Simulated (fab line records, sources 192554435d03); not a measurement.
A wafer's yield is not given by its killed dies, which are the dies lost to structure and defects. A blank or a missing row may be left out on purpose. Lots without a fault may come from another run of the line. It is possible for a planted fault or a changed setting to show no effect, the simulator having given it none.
Split-lot experiment || flow n5_finfet || route with 1938 steps; 7 lots, 21 wafers read

## ON THE SPLIT
At N5_BEOL_M5_COAT_71 (time 60 s, resist thk 5 nm), the setting spin_rpm was moved away from the recipe's 1500 rpm on 6 of the 21 wafers read, by -11.1% to +10.8%. The other wafers ran this setting at the recipe's value.

## FROM THE SPLIT TO THE READING: what the file shows between them, 3 steps
- N5_BEOL_M5_COAT_05: resist thk 30 nm
- N5_BEOL_M5_EBR_07
- N5_BEOL_M5_DESCUM_16: chemistry O2, time 7 s

## THE READING
etch.depth_nm (the simulator's own value, which no gauge read), in nm, at N5_BEOL_M5_ETCH_72 (etches underlayer in N2/H2, target depth 6.5 nm, time 5.2 s). There is no usual value for it anywhere in the file. The 15 wafers here that ran the recipe average 5.009 nm, standard deviation 0.0095 nm.

{"wafer": "L077.1", "tool, chamber at the split": "litho_track-02, 0", "spin_rpm as run, rpm": 1500, "against the recipe": "recipe", "etch.depth_nm, nm": 5.009, "against lot-mates on the recipe": "-"}
{"wafer": "L077.3", "tool, chamber at the split": "litho_track-02, 0", "spin_rpm as run, rpm": 1500, "against the recipe": "recipe", "etch.depth_nm, nm": 5.01, "against lot-mates on the recipe": "-"}
{"wafer": "L077.5", "tool, chamber at the split": "litho_track-02, 0", "spin_rpm as run, rpm": 1662, "against the recipe": "+10.8%", "etch.depth_nm, nm": 4.763, "against lot-mates on the recipe": -0.247}
{"wafer": "L074.1", "tool, chamber at the split": "litho_track-02, 0", "spin_rpm as run, rpm": 1583, "against the recipe": "+5.5%", "etch.depth_nm, nm": 4.887, "against lot-mates on the recipe": -0.125}
{"wafer": "L074.4", "tool, chamber at the split": "litho_track-02, 0", "spin_rpm as run, rpm": 1500, "against the recipe": "recipe", "etch.depth_nm, nm": 5.007, "against lot-mates on the recipe": "-"}
{"wafer": "L074.6", "tool, chamber at the split": "litho_track-02, 0", "spin_rpm as run, rpm": 1500, "against the recipe": "recipe", "etch.depth_nm, nm": 5.016, "against lot-mates on the recipe": "-"}
{"wafer": "L079.1", "tool, chamber at the split": "litho_track-01, 0", "spin_rpm as run, rpm": 1448, "against the recipe": "-3.5%", "etch.depth_nm, nm": 5.093, "against lot-mates on the recipe": "+0.088"}
{"wafer": "L079.3", "tool, chamber at the split": "litho_track-01, 0", "spin_rpm as run, rpm": 1448, "against the recipe": "-3.5%", "etch.depth_nm, nm": 5.091, "against lot-mates on the recipe": "+0.086"}
{"wafer": "L079.4", "tool, chamber at the split": "litho_track-01, 0", "spin_rpm as run, rpm": 1500, "against the recipe": "recipe", "etch.depth_nm, nm": 5.005, "against lot-mates on the recipe": "-"}
{"wafer": "L081.1", "tool, chamber at the split": "litho_track-02, 0", "spin_rpm as run, rpm": 1333, "against the recipe": "-11.1%", "etch.depth_nm, nm": 5.293, "against lot-mates on the recipe": "+0.294"}
{"wafer": "L081.3", "tool, chamber at the split": "litho_track-02, 0", "spin_rpm as run, rpm": 1500, "against the recipe": "recipe", "etch.depth_nm, nm": 4.999, "against lot-mates on the recipe": "-"}
{"wafer": "L081.6", "tool, chamber at the split": "litho_track-02, 0", "spin_rpm as run, rpm": 1333, "against the recipe": "-11.1%", "etch.depth_nm, nm": 5.31, "against lot-mates on the recipe": "+0.311"}
{"wafer": "L087.1", "tool, chamber at the split": "litho_track-02, 0", "spin_rpm as run, rpm": 1500, "against the recipe": "recipe", "etch.depth_nm, nm": 5.01, "against lot-mates on the recipe": "-"}
{"wafer": "L087.2", "tool, chamber at the split": "litho_track-02, 0", "spin_rpm as run, rpm": 1500, "against the recipe": "recipe", "etch.depth_nm, nm": 5.01, "against lot-mates on the recipe": "-"}
{"wafer": "L087.3", "tool, chamber at the split": "litho_track-02, 0", "spin_rpm as run, rpm": 1500, "against the recipe": "recipe", "etch.depth_nm, nm": 5.013, "against lot-mates on the recipe": "-"}
{"wafer": "L088.2", "tool, chamber at the split": "litho_track-01, 0", "spin_rpm as run, rpm": 1500, "against the recipe": "recipe", "etch.depth_nm, nm": 4.994, "against lot-mates on the recipe": "-"}
{"wafer": "L088.3", "tool, chamber at the split": "litho_track-01, 0", "spin_rpm as run, rpm": 1500, "against the recipe": "recipe", "etch.depth_nm, nm": 4.998, "against lot-mates on the recipe": "-"}
{"wafer": "L088.6", "tool, chamber at the split": "litho_track-01, 0", "spin_rpm as run, rpm": 1500, "against the recipe": "recipe", "etch.depth_nm, nm": 4.995, "against lot-mates on the recipe": "-"}
{"wafer": "L092.1", "tool, chamber at the split": "litho_track-02, 0", "spin_rpm as run, rpm": 1500, "against the recipe": "recipe", "etch.depth_nm, nm": 5.03, "against lot-mates on the recipe": "-"}
{"wafer": "L092.5", "tool, chamber at the split": "litho_track-02, 0", "spin_rpm as run, rpm": 1500, "against the recipe": "recipe", "etch.depth_nm, nm": 5.018, "against lot-mates on the recipe": "-"}
{"wafer": "L092.6", "tool, chamber at the split": "litho_track-02, 0", "spin_rpm as run, rpm": 1500, "against the recipe": "recipe", "etch.depth_nm, nm": 5.019, "against lot-mates on the recipe": "-"}

FIT RESULTS
A straight line over all 21 wafers: etch.depth_nm changes by -0.0248 nm for each +1% of spin_rpm; r = -0.99; the points scatter about the line by 0.012 nm.
The same after taking each lot's own level away (the mean of its wafers on the recipe; 21 wafers): -0.0254 nm for each +1%; r = -1.00; scatter 0.0097 nm.
That fit puts the effect of the largest move of spin_rpm on the reading at 0.28 nm.
The lots' own levels span 4.9957 to 5.0223 nm, that is 2.8 times the standard deviation above.
So the lot-to-lot level changes the slope little: the two slopes agree.
Check: with one of the wafers moved furthest among these (-11.1%) left out of the fit, the line predicts +0.283 nm for it against its lot-mates. It came out at +0.294 nm against them.

## FURTHER SPLITS ON THESE WAFERS
Other splits were also applied to these wafers ahead of the reading. Each is held against what the fit with the lots' levels taken away leaves over:
{"other split on the same wafers": "N5_BEOL_M4_COAT_73 spin_rpm", "wafers away from the commonest value": 6, "r with etch.depth_nm (lot level and that fit taken away)": "+0.06"}
{"other split on the same wafers": "N5_BEOL_M5_HM_DEP_02 target_thk_a", "wafers away from the commonest value": 3, "r with etch.depth_nm (lot level and that fit taken away)": -0.04}

## FILE'S OWN FIT
etch.depth_nm changes by -0.0248 nm for each +1% of spin_rpm, r = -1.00.
